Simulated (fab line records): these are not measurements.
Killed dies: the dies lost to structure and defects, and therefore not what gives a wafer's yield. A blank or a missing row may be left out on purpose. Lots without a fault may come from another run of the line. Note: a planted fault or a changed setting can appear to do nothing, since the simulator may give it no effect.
Chamber matching | flow nand-harc | NHARC_A_CONTACT_ETCH_92 on rie-diel-01 has 4 sister chambers
The step etches the open film in CH3F/O2, target depth 40 nm, time 85.7 s. 4 wafers are shown with their chamber, then 12 later ones without.

WAFERS WITH THEIR CHAMBER
wafer  | chamber | showerhead-plenum-p-Torr (Torr)
L089.4 | 2       | 2.47
L091.1 | 0       | 2.32
L091.3 | 3       | 2.34
L091.4 | 1       | 2.64

WAFERS WITH NO CHAMBER GIVEN
wafer  | showerhead-plenum-p-Torr (Torr)
L088.2 | 2.46
L088.3 | 2.32
L088.5 | 2.46
L094.1 | 2.46
L094.4 | 2.34
L094.5 | 2.32
L092.1 | 2.34
L092.2 | 2.64
L092.5 | 2.34
L093.3 | 2.33
L093.5 | 2.64
L093.6 | 2.33

THE CHAMBER EACH PASSED THROUGH
wafer  | from the rows above     | in truth
L088.2 | 2                       | 2
L088.3 | 0                       | 0
L088.5 | 2                       | 2
L094.1 | 2                       | 2
L094.4 | 3                       | 3
L094.5 | 0                       | 0
L092.1 | 3                       | 3
L092.2 | 1                       | 1
L092.5 | 3                       | 3
L093.3 | can't be placed: 3 or 0 | 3
L093.5 | 1                       | 1
L093.6 | can't be placed: 3 or 0 | 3
Correct placement for 10 of the 12. Can't be placed from these rows: 2 (the true chamber is among the candidates in 2). 0 placed wrongly.
How it was worked out, from the rows above alone: a wafer's distance from a chamber is the root of the sum, over the readings, of the square of ((its reading less the chamber's mean) divided by the reading's scatter). If the next closest chamber is less than 2 further off than the closest, the wafer can't be placed; otherwise it belongs to the closest. A chamber's mean is the mean of its shown wafers. The scatter (one wafer shown for each chamber): square how far every hidden wafer sits from the nearest shown wafer, average those squares and take the square root.
